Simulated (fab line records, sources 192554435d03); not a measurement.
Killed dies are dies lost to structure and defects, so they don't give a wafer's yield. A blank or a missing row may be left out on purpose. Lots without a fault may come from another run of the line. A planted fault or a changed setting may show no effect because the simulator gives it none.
One fault seen from 2 desks | flow n5_finfet | each desk has only its own numbers; what lay behind them comes last

THE TOOL OWNER'S DESK: euv_scanner-02
The tool's own readings at N5_MOL_CONTACT_COAG_EXPOSE_81 (exposes mask VG, defocus 0 nm): means of the sampled wafers that have a number, for each lot that ran on this tool. A lot is out of limits, marked OUT, if its mean lies more than 4 standard deviations from the usual mean; the brackets give that distance.
Columns: A = exposure_dose_mJ_cm2 at N5_MOL_CONTACT_COAG_EXPOSE_81, usual 59.39
lot  | first seen here | A
L218 | day 5 23:29     | 59.50
L232 | day 9 01:40     | 51.62 (-85) OUT
L235 | day 10 01:19    | 53.15 (-69) OUT
This desk's finding: out of limits on L232, L235; first on L232, day 9 01:40 (exposure_dose_mJ_cm2 at N5_MOL_CONTACT_COAG_EXPOSE_81). In limits: L218.

THE METROLOGY DESK
What the gauges read, lot by lot, whatever tool the lot ran on: means of the sampled wafers that have a number. A lot is out of limits, marked OUT, if its mean lies more than 4 standard deviations from the usual mean; the brackets give that distance. Of its 12 readings 7 are shown: the one that was out of limits first, and those that lie furthest out on some lot.
Columns: A = cd_nm at N5_MOL_CONTACT_COAG_CD_MEAS_84, usual 25.12 nm; B = cd_nm at N5_MOL_CONTACT_COAG_CD_MEAS_137, usual 15.9 nm; C = DIBL_N at N5_BEOL_M4_RC_MEAS_101, usual 36.4 mV/V; D = ION_P at N5_BEOL_M4_RC_MEAS_101, usual 464 uA/um; E = SS_P at N5_BEOL_M4_RC_MEAS_101, usual 73.3 mV/dec; F = VT_N at N5_BEOL_M4_RC_MEAS_101, usual 250 mV; G = VT_P at N5_BEOL_M4_RC_MEAS_101, usual -249 mV
lot  | first seen here | A                | B               | C    | D   | E    | F   | G
L218 | day 5 23:38     | 24.97            | 15.3            | 35.1 | 471 | 72.8 | 252 | -246
L221 | day 6 15:28     | 25.26            | 16.0            | 36.7 | 468 | 73.6 | 249 | -246
L232 | day 9 01:47     | 21.95 (-11) OUT  | 13.2 (-6.2) OUT | -    | -   | -    | -   | -
L235 | day 10 01:27    | 22.91 (-7.4) OUT | 13.4 (-5.9) OUT | -    | -   | -    | -   | -
This desk's finding: out of limits on L232, L235; first on L232, day 9 01:47 (cd_nm at N5_MOL_CONTACT_COAG_CD_MEAS_84). In limits: L218, L221.

PUT TOGETHER
The tool owner's desk could have raised an alarm at day 9 01:40, on L232, L235.
The metrology desk could have raised an alarm at day 9 01:47, on L232, L235.
Of the lots named, all ran N5_MOL_CONTACT_COAG_EXPOSE_81 on euv_scanner-02.

WHAT THE SIMULATOR HAD PUT IN
Process parameter drift: euv_scanner-02, from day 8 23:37 on, at N5_MOL_CONTACT_COAG_EXPOSE_81. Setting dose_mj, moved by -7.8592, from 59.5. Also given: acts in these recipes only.
Lots struck among those shown: L232, L235.
Hours from the fault's start to each desk's first reading out of limits: the tool owner's desk, 2; the metrology desk, 2.
